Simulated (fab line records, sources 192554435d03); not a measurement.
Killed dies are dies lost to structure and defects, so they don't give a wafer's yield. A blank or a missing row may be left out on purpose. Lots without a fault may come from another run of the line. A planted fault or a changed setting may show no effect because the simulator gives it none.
Chamber matching | flow n5_finfet | N5_MOL_CONTACT_COAG_ETCHBACK_135 on rie_diel-06: 3 sister chambers
The step etches SiO2 in CHF3, target depth 25 nm, time 16.7 s. 16 wafers are shown with their chamber, then 6 later ones without.

WAFERS WITH THEIR CHAMBER
wafer  | chamber | showerhead_plenum_p_Torr (Torr) | drypump_motor_current_A (A) | throttle_valve_pct (%)
L078.1 | 0       | 2.43                            | 5.9                         | 18.87
L078.3 | 3       | 2.37                            | 6.0                         | 19.39
L078.6 | 3       | 2.37                            | 5.9                         | 19.39
L082.1 | 2       | 2.29                            | 5.3                         | 19.05
L082.2 | 0       | 2.43                            | 6.0                         | 18.88
L082.4 | 3       | 2.36                            | 5.9                         | 19.41
L084.3 | 3       | 2.36                            | 5.9                         | 19.43
L084.4 | 3       | 2.36                            | 5.9                         | 19.43
L084.5 | 2       | 2.29                            | 5.3                         | 19.06
L085.2 | 2       | 2.29                            | 5.3                         | 19.09
L085.3 | 3       | 2.36                            | 5.9                         | 19.43
L085.6 | 3       | 2.36                            | 5.9                         | 19.42
L088.1 | 2       | 2.29                            | 5.3                         | 19.07
L088.2 | 0       | 2.42                            | 5.9                         | 18.92
L088.4 | 0       | 2.42                            | 5.9                         | 18.93
L090.1 | 0       | 2.42                            | 5.9                         | 18.93

SIGNATURES (means of the wafers above)
reading                  | chamber 0 | chamber 2 | chamber 3 | scatter within a chamber
showerhead_plenum_p_Torr | 2.4240    | 2.2900    | 2.3629    | 0.0045
drypump_motor_current_A  | 5.920     | 5.300     | 5.914     | 0.0357
throttle_valve_pct       | 18.9060   | 19.0675   | 19.4143   | 0.0218
Rule: a wafer's distance from a chamber is the root of the sum, over the readings, of the square of ((its reading less the chamber's mean) divided by the reading's scatter). The wafer belongs to the nearest chamber; if the next one is less than 2 further off, it can't be placed. The scatter: the root of (the sum of the squares of (reading less its chamber's mean) over the shown wafers, divided by (wafers less chambers)).

WAFERS WITHOUT THEIR CHAMBER
wafer  | showerhead_plenum_p_Torr (Torr) | drypump_motor_current_A (A) | throttle_valve_pct (%)
L090.4 | 2.35                            | 5.9                         | 19.45
L090.6 | 2.42                            | 5.9                         | 18.94
L091.3 | 2.28                            | 5.3                         | 19.07
L091.4 | 2.28                            | 5.3                         | 19.11
L096.2 | 2.28                            | 5.3                         | 19.13
L096.4 | 2.42                            | 5.9                         | 18.47

WHICH CHAMBER EACH WENT THROUGH
wafer  | from the rows above | in truth
L090.4 | 3                   | 3
L090.6 | 0                   | 0
L091.3 | 2                   | 2
L091.4 | 2                   | 2
L096.2 | 2                   | 2
L096.4 | 0                   | 0
Placed correctly: 6 of 6. Can't be placed from these rows: 0. Placed wrongly: 0.
